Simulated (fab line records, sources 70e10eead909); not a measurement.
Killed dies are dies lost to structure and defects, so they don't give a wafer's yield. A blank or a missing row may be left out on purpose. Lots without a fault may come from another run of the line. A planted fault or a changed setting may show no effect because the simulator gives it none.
fab line records | flow nand_harc
record lots=5 wafers=15 last_day=24
route steps=1159 shown A_SLIT@801 A_SIN_REMOVE@804 A_WL_FILL@809 A_CONTACT@840 END@1159
lots that met no fault: from a run of the same line without faults
start_h: hours from the record's first day to the start of the lot's first wafer shown | wait_h: hours since the lot's step before | " the same as in the row above | L1.1+2: a row that stands for several wafers | - no value, or no start given | * or withheld: withheld | < > ~ a bound
route shown NAME@n: a module of which the file shows steps, and the number in the route of the first | usual: mean/standard deviation of fault-free wafers | same: alike in all rows | chamber/n: place in a boat | sites: the reading at each site | _std_site: their standard deviation | _edge_site: outer sites' mean less inner sites' | radius_mm: how far each site lies from the wafer's centre | mask NAME#n: copy n | behind: the tool/chamber that last shaped the wafer | hold: why the lot was held/for how many hours/how that ended | device: the transistor (n, p or np) that didn't switch | end of line: the same wafers' tests at the end of the route | a step without rows: its recipe alone | killed: dies lost to structure and defects at the first sort, not the wafer's yield | map: a wafer's dies, x killed, . not, _ none there
set.NAME: the setting as run; set.NAME@STEP: as run at that earlier step | model.NAME: the simulator's own value behind a step, which no gauge read
lots at some steps of the route; a table a step, a row a wafer
services: from which hour (start_h, from the record's first day; less than 0 if before it) a tool's chamber was out of use, for how many hours, and why
## steps
# step NHARC_A_SLIT_PRECLEAN_19
# recipe time_s=* temp_c=50 bath_age_min=0 chemistry=SC1
# step NHARC_A_SLIT_SRD_20
# step NHARC_A_SLIT_CD_MEAS_21
# usual cd_nm=289.7/0.97
# columns lot.wafer tool chamber start_h wait_h cd_nm
L384.2 cd_sem-02 - 338.35 - 289.1
L384.3 " - " " 289.3
L384.5 " - " " 289.3
L386.1 cd_sem-03 - 377.87 - 288.4
L386.2 " - " " 288.2
L386.5 " - " " 287.6
L396.1 cd_sem-03 - 431.61 - 286.7
L396.2 " - " " 288.2
L396.3 " - " " 286.7
L404.1 cd_sem-01 - 464.16 - 288.8
L404.2 " - " " 288.8
L404.3 " - " " 289.2
L403.2 cd_sem-01 - 466.03 - 289.7
L403.5 " - " " 289.9
L403.6 " - " " 289.6
# step NHARC_A_SIN_REMOVE_WET_00
# recipe temp_c=160 time_s=15300 chemistry=H3PO4
# step NHARC_A_SIN_REMOVE_PRECLEAN_01
# recipe time_s=* temp_c=50 bath_age_min=0 chemistry=SC1
# step NHARC_A_SIN_REMOVE_SRD_02
# step NHARC_A_SIN_REMOVE_INSPECT_04
# usual raw_defect_count=299/81
# columns lot.wafer tool chamber start_h wait_h raw_defect_count
L384.2 defect_inspect-01 - 346.03 0.0 205
L384.3 " - " " 321
L384.5 " - " " 357
L386.1 defect_inspect-02 - 385.54 0.0 340
L386.2 " - " " 312
L386.5 " - " " 329
L396.1 defect_inspect-02 - 439.32 0.0 232
L396.2 " - " " 191
L396.3 " - " " 213
L403.2 defect_inspect-02 - 471.91 0.0 227
L403.5 " - " " 259
L403.6 " - " " 281
L404.1 defect_inspect-01 - 471.93 0.0 207
L404.2 " - " " 239
L404.3 " - " " 295
# step NHARC_A_WL_FILL_ALD_00
# recipe target_thk_a=30 pulse_time_s=3 ald_cycles=30 temp_c=300 material=Al2O3
# step NHARC_A_WL_FILL_RTA_01
# recipe temp_c=1000 time_s=5
# step NHARC_A_WL_FILL_ALD_02
# recipe target_thk_a=20 pulse_time_s=3 ald_cycles=100 temp_c=450 material=TiN
# step NHARC_A_WL_FILL_CVD_03
# recipe target_thk_a=400 temp_c=300 pressure_torr=40 wf6_flow_sccm=40 h2_flow_sccm=1600 ar_flow_sccm=1560 time_s=3302 material=W
# usual heater_power_w=491/34 mfc_ar_sccm=1560/5 mfc_h2_sccm=1599/4.5 throttle_valve_pct=7.83/0.2
# columns lot.wafer tool chamber start_h wait_h heater_power_w mfc_ar_sccm mfc_h2_sccm throttle_valve_pct
L384.2 cvd_w-01 1 350.50 3.4 517 1562 1604 8.06
L384.3 " 0 351.92 4.8 507 1567 1586 7.82
L384.5 " 1 " " 524 1562 1594 7.80
L386.2 cvd_w-01 0 392.62 5.7 496 1557 1604 7.62
L386.1 " 1 " " 523 1552 1601 7.73
L386.5 " 0 394.49 7.5 515 1556 1601 7.46
L396.2 cvd_w-02 1 440.46 0.1 467 1560 1600 7.66
L396.1 " 0 " " 446 1565 1599 7.66
L396.3 " 1 " " 445 1561 1598 7.75
L403.2 cvd_w-02 1 476.92 3.9 464 1554 1597 7.67
L403.5 " 1 478.76 5.8 457 1560 1603 8.05
L403.6 " 0 " " 437 1562 1596 7.64
L404.2 cvd_w-01 0 478.48 5.4 506 1557 1600 7.92
L404.1 " 1 " " 524 1555 1598 8.08
L404.3 " 1 " " 527 1560 1599 8.10
# step NHARC_A_WL_FILL_ETCHBACK_04
# recipe target_depth_a=600 time_s=120 chemistry=NF3
# step NHARC_A_WL_FILL_ETCHBACK_05
# recipe target_depth_a=220 time_s=60 temp_c=40 chemistry=Cl2/BCl3
# step NHARC_A_WL_FILL_STRIP_27
# recipe power_w=1500 temp_c=250 time_s=20 chemistry=N2/H2
# step NHARC_A_WL_FILL_STRIP_28
# recipe time_s=1200 temp_c=72.5 chemistry=post_etch_residue_remover
# step NHARC_A_WL_FILL_PRECLEAN_06
# recipe time_s=300 chemistry=DIW
# step NHARC_A_WL_FILL_SRD_07
# step NHARC_A_WL_FILL_ANNEAL_08
# recipe temp_c=450 time_s=1800
# step NHARC_A_WL_FILL_ALD_10
# recipe target_thk_a=500 pulse_time_s=10 ald_cycles=500 temp_c=300 material=SiO2
# step NHARC_A_WL_FILL_ETCHBACK_16
# recipe target_depth_a=880 time_s=17.6 c4f8_flow_sccm=withheld o2_flow_sccm=8 ar_flow_sccm=withheld rf_w=600 bias_w=800 chemistry=C4F8/O2/Ar
# step NHARC_A_WL_FILL_STRIP_29
# recipe time_s=20 o2_flow_sccm=500 ar_flow_sccm=0 bias_w=0 chemistry=O2
# step NHARC_A_WL_FILL_ETCHBACK_17
# recipe target_depth_a=40 time_s=26.7 chemistry=Cl2/BCl3
# step NHARC_A_WL_FILL_PRECLEAN_18
# recipe time_s=30 chemistry=dHF
# step NHARC_A_WL_FILL_SRD_21
# step NHARC_A_WL_FILL_CVD_23
# recipe target_thk_a=400 temp_c=620 pressure_mtorr=200 time_s=800 material=poly-Si
# step NHARC_A_WL_FILL_ETCHBACK_26
# recipe target_depth_a=520 time_s=13.3 hbr_flow_sccm=150 rf_w=350 icp_w=350 bias_w=60 chemistry=HBr
# usual chamber_pressure_mTorr=15.000/0.012 drypump_motor_current_A=5.7/0.46 oes_product_au=1.001/0.012 throttle_valve_pct=23.266/0.0085
# columns lot.wafer tool chamber start_h wait_h chamber_pressure_mTorr drypump_motor_current_A oes_product_au rf_hours_counter_h throttle_valve_pct
L384.3 rie_si-04 2 368.83 0.4 15.023 5.5 0.995 0.7 23.266
L384.2 " 3 " " 15.011 5.3 1.020 0.6 23.261
L384.5 " 2 " " 15.011 5.5 0.999 - 23.282
L386.2 rie_si-05 0 412.10 0.4 15.000 6.5 0.991 1.2 23.267
L386.1 " 1 " " 14.988 5.8 0.999 1.2 23.279
L386.5 " 3 " " 14.999 6.1 1.000 - 23.267
L396.3 rie_si-04 2 462.72 0.4 14.989 5.5 0.979 0 23.275
L396.2 " 3 " " 14.991 5.3 1.002 0 23.259
L396.1 " 1 " " 15.018 5.0 0.997 0 23.269
L404.2 rie_si-05 0 496.51 0.4 14.999 6.5 0.994 0.4 23.268
L404.1 " 1 " " 15.016 5.8 1.014 0.4 23.258
L404.3 " 2 " " 14.990 6.3 1.000 0.4 23.270
L403.2 rie_si-04 0 496.53 0.4 15.016 5.6 0.958 0.2 23.260
L403.6 " 1 " " 14.984 5.0 0.990 - 23.280
L403.5 " 2 " " 15.014 5.5 0.972 - 23.269
# step NHARC_A_WL_FILL_PRECLEAN_30
# recipe time_s=10 chemistry=dHF
# step NHARC_A_WL_FILL_SRD_14
# step NHARC_A_WL_FILL_ALD_19
# recipe target_thk_a=20 pulse_time_s=3 ald_cycles=100 temp_c=450 material=TiN
# step NHARC_A_WL_FILL_CVD_20
# recipe target_thk_a=750 temp_c=300 pressure_torr=40 wf6_flow_sccm=40 h2_flow_sccm=1600 ar_flow_sccm=1560 time_s=5064 material=W
# usual heater_power_w=478/35 mfc_ar_sccm=1560/4.8 mfc_h2_sccm=1600/4.9 throttle_valve_pct=7.79/0.21
# columns lot.wafer tool chamber start_h wait_h heater_power_w mfc_ar_sccm mfc_h2_sccm throttle_valve_pct
L384.2 cvd_w-02 0 - - 427 1564 1605 7.70
L384.3 " 1 " " 482 1557 1594 8.04
L384.5 " 1 " " 476 1557 1589 7.99
L386.1 cvd_w-01 0 - - 503 1558 1605 7.85
L386.2 " 1 " " 529 1561 1606 7.80
L386.5 " 0 " " 513 1560 1606 7.97
L396.1 cvd_w-01 0 - - 503 1558 1605 8.13
L396.2 " 1 " " 532 1560 1598 8.24
L396.3 " 0 " " 501 1562 1597 7.96
L404.2 cvd_w-01 0 - - 492 1558 1597 7.67
L404.1 " 1 " " 546 1558 1602 7.87
L404.3 " 1 " " 559 1557 1597 7.89
L403.2 cvd_w-02 1 - - 464 1556 1601 7.87
L403.5 " 0 " " 453 1558 1600 7.82
L403.6 " 1 " " 462 1557 1599 7.77
# step NHARC_A_WL_FILL_CMP_12
# recipe t_overpolish_s=30 target_thk_nm=75
# usual motor_current_A=12.3/0.99 overpolish_run_s=30.001/0.0089 time_to_endpoint_s=14.9/2.3
# same t_overpolish_s=30
# columns lot.wafer tool chamber start_h wait_h motor_current_A overpolish_run_s time_to_endpoint_s
L384.3 cmp-02 0 376.63 2.2 13.5 30.009 17.4
L384.2 " 1 " " 11.7 29.990 19.4
L384.5 " 3 " " 11.6 29.994 15.5
L386.1 cmp-04 2 420.60 4.4 12.6 29.988 11.9
L386.2 " 3 " " 11.2 30.004 14.9
L386.5 " 0 " " 12.8 30.019 15.7
L396.1 cmp-01 3 468.31 4.4 14.0 30.000 13.4
L396.2 " 0 " " 12.2 30.018 13.4
L396.3 " 1 " " 15.3 30.002 11.0
L403.2 cmp-01 2 504.93 3.6 11.0 30.000 15.1
L403.6 " 1 " " 15.9 29.999 16.0
L403.5 " 2 " " 10.9 30.007 16.2
L404.3 cmp-02 2 504.98 2.2 13.6 30.002 10.4
L404.1 " 3 " " 11.6 30.004 15.9
L404.2 " 1 " " 12.3 29.994 15.7
# step NHARC_A_WL_FILL_SRD_31
# step NHARC_A_WL_FILL_INSPECT_15
# usual raw_defect_count=373/110
# columns lot.wafer tool chamber start_h wait_h raw_defect_count
L384.2 defect_inspect-02 - 377.09 0.0 364
L384.3 " - " " 437
L384.5 " - " " 343
L386.1 defect_inspect-02 - 421.04 0.0 329
L386.2 " - " " 285
L386.5 " - " " 365
L396.1 defect_inspect-01 - 468.75 0.0 256
L396.2 " - " " 406
L396.3 " - " " 419
L403.2 defect_inspect-01 - 505.37 0.0 340
L403.5 " - " " 332
L403.6 " - " " 317
L404.1 defect_inspect-02 - 505.47 0.0 426
L404.2 " - " " 222
L404.3 " - " " 468
# step NHARC_A_CONTACT_DEP_24
# recipe target_thk_a=5000 temp_c=400 pressure_torr=6.5 rf_w=900 teos_flow_sccm=161.4 flow_sccm=2650 target_thk_nm=500 gas=O2 material=SiO2
# usual heater_power_w=534/98 throttle_valve_pct=15.9/0.53
# columns lot.wafer tool chamber start_h wait_h heater_power_w throttle_valve_pct
L384.2 pecvd-01 1 377.15 0.1 530 15.8
L384.3 " 2 " " 666 15.6
L384.5 " 1 " " 598 15.6
L386.2 pecvd-02 0 421.23 0.2 556 16.7
L386.5 " 1 " " 472 16.3
L396.1 pecvd-02 2 468.95 0.2 539 15.1
L396.3 " 0 " " 527 17.0
L396.2 " 1 " " 614 16.2
L403.2 pecvd-01 0 505.56 0.2 544 15.5
L403.5 " 2 " " 831 15.7
L403.6 " 0 " " 573 15.5
L404.2 pecvd-04 2 505.81 0.3 512 16.4
L404.3 " 0 " " 350 15.9
L404.1 " 1 " " 401 15.9
# step NHARC_A_CONTACT_DEP_28
# recipe target_thk_a=36000 temp_c=400 material=aC
# usual throttle_valve_pct=35.001/0.0092
# columns lot.wafer tool chamber start_h wait_h throttle_valve_pct
L384.2 acl_dep-02 0 381.51 3.6 35.017
L384.3 " 0 " " 34.985
L384.5 " 0 " " 35.001
L386.2 acl_dep-01 0 423.12 1.5 35.006
L386.5 " 0 424.21 2.6 35.007
L396.1 acl_dep-01 0 469.56 0.1 35.007
L396.2 " 0 " " 35.022
L396.3 " 0 " " 35.004
L404.1 acl_dep-02 0 506.53 0.2 35.001
L404.2 " 0 " " 35.006
L404.3 " 0 " " 35.002
L403.2 acl_dep-03 0 506.67 0.7 35.005
L403.5 " 0 507.78 1.8 35.001
L403.6 " 0 " " 34.997
# step NHARC_END_SORT_01
# recipe temp_c=25
# usual killed_at_array=25/9.5 killed_at_other=0.8/1.2 killed_at_periphery=3.4/2.2 killed_dies=29/10 killed_open=3.3/1.8 killed_short=2.1/1.4
# same gross_dies=677
# columns lot.wafer tool chamber start_h wait_h killed_at_array killed_at_other killed_at_periphery killed_dies killed_open killed_short
L386.1 prober-01 0 495.30 2.5 672 0 2 674 5 2
# killed by level:class
L386.1 A_WL_FILL:area_cvd=664 A_M0:geometric_particle:open=3 P_M0:geometric_particle:open=2 A_CHANNEL_HOLE_D1:chamber_film_flake=2 A_ONON_D1:geometric_particle:short=1 A_SGD_CUT:geometric_particle:short=1 A_WL_FILL:chamber_film_flake=1
# map L386.1 (x killed, . not)
____________x____________
_________xxxxxxx_________
_______xxxxxxxxxxx_______
______xxxxxxxxxxxxx______
_____xxxxxxxxxxxxxxx_____
____xxxxxxxxxxxxxxxxx____
____xxxxxxxxxxxxxxxxx____
___xxxxxxxxxxxxxxxxxxx___
___xxxxxxxxxxxxxxxxxxx___
__xxxxxxxxxxxxxxxxxxxxx__
__xxxxxxxxxxxxxxxxxxxxx__
_xxxxxxxxxxxxxxxxxxxxxxx_
_xxxxxxxxxxxxxxxxxxxxxxx_
_xxxxxxxxxxxxxxxxxxxxxxx_
_xxxxxxxxxxxxxxxxxxxxxxx_
_xxxxxxxxxxxxxxxxxxxxxxx_
xxxxxxxxxxxxxxxxxxxxxxxxx
xxxxxxxxxxxxxxxxxxxxxxxxx
xxxxxxxxxxxxxxxxxxxxxxxxx
xxxxxxxxxxxxxxxxxxxxxxxxx
xxxxxxxxxxxxxxxxxxxxxxxx.
_xxxxxxxxxxxxxxxxxxxxxxx_
_xxxxxxxxxxxxxxxxxxxxxxx_
_xxxxxxxxxxxxxxxxxxxxxxx_
_xxxxxxxxxxxxxxxxxxxxxxx_
_xxxxxxxxxxxxxxxxxxxxxxx_
__xxxxxxxxxxxxxxxxxxxxx__
__xxxxxxxxxxxxxxxxxxxxx__
___xxxxxxxxxxxxxxxxxxx___
___xxxxxxxxxxxxxxxxxxx___
____xxxxxxxxxxxxxxxxx____
____xxxxxxxxxxxxxxxxx____
_____xxxxxxxxxxxxxxx_____
______xxxxxxxxxxxxx______
_______xxxxxxxx.xx_______
_________xxxxxxx_________
____________.____________
# map L384.3 (x killed, . not)
____________.____________
_________......._________
_______..........._______
______.............______
_____..............._____
____.................____
____...x.............____
___.....xx.......x....___
___..xx...............___
__..x..x.x..x..........__
__...x.xx..............__
_....x.x................_
_....x.................._
_.................x....._
_.x....................._
_......................._
.........................
.........................
...........x.............
x...........xx...........
.x...........x.......x...
_...x...x..............._
_........x.............._
_........xx............._
_...........x..x........_
_........x.....x........_
__......x....x.........__
__........x............__
___...................___
___...................___
____.................____
____.................____
_____......x........_____
______.............______
_______..........._______
_________......._________
____________.____________
## services
# columns tool chamber start_h hours kind
acl_dep-01 - 330.28 5.1 repair
pecvd-02 - 334.53 13.0 pm
cmp-02 - 349.61 1.9 repair
acl_dep-02 - 351.14 13.0 pm
pecvd-01 0 363.24 29.6 repair
cmp-01 - 371.39 1.8 repair
cmp-01 - 378.75 4.0 pm
cvd_w-02 - 379.06 13.0 pm
cmp-02 - 384.86 0.6 repair
cmp-01 - 402.56 51.9 repair
rie_si-04 0 412.59 2.7 repair
rie_si-05 - 416.00 9.0 pm
pecvd-01 - 418.11 13.0 pm
cmp-02 - 418.41 2.1 repair
cvd_w-01 1 420.41 14.3 repair
cmp-02 - 422.50 4.0 pm
cmp-02 - 452.79 3.0 repair
rie_si-04 - 453.00 9.0 pm
rie_si-05 3 460.06 8.5 repair
acl_dep-01 - 475.40 13.0 pm
cmp-01 - 476.75 4.0 pm
cvd_w-01 - 481.26 13.0 pm
cmp-01 - 491.82 1.9 repair
cmp-01 - 498.25 0.6 repair
## key
first_sign step=NHARC_END_SORT_01 reading=killed_at_array direction=up sigmas=68 usual=25 struck=672
effect step=NHARC_END_SORT_01 reading=killed_dies direction=up sigmas=63 usual=29 struck=674
more_kills_born_at NHARC_A_WL_FILL_CVD_03@cvd_w-01=664
met_at NHARC_A_WL_FILL_CVD_03
struck_wafers L386.1
later_rows_left_out L386.1
tester_left_out L386
fault kind=process_parameter_drift tool=cvd_w-01 chamber=- onset_h=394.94 steps=NHARC_A_WL_FILL_CVD_03 channel=target_thk_a offset=* shape=step end_h=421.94 scope=struck_wafers_only acts_in=* stated=*
# tester_left_out: of these lots the tester's yield and bins aren't shown, on N5 and GAA mostly nor the transistor test; their killed dies are dies lost to structure and defects alone, not to doping, threshold or leakage, so they don't give the yield
# later_rows_left_out: the simulator's readings of these wafers behind a module that went badly wrong aren't trusted and aren't shown, but for the sort
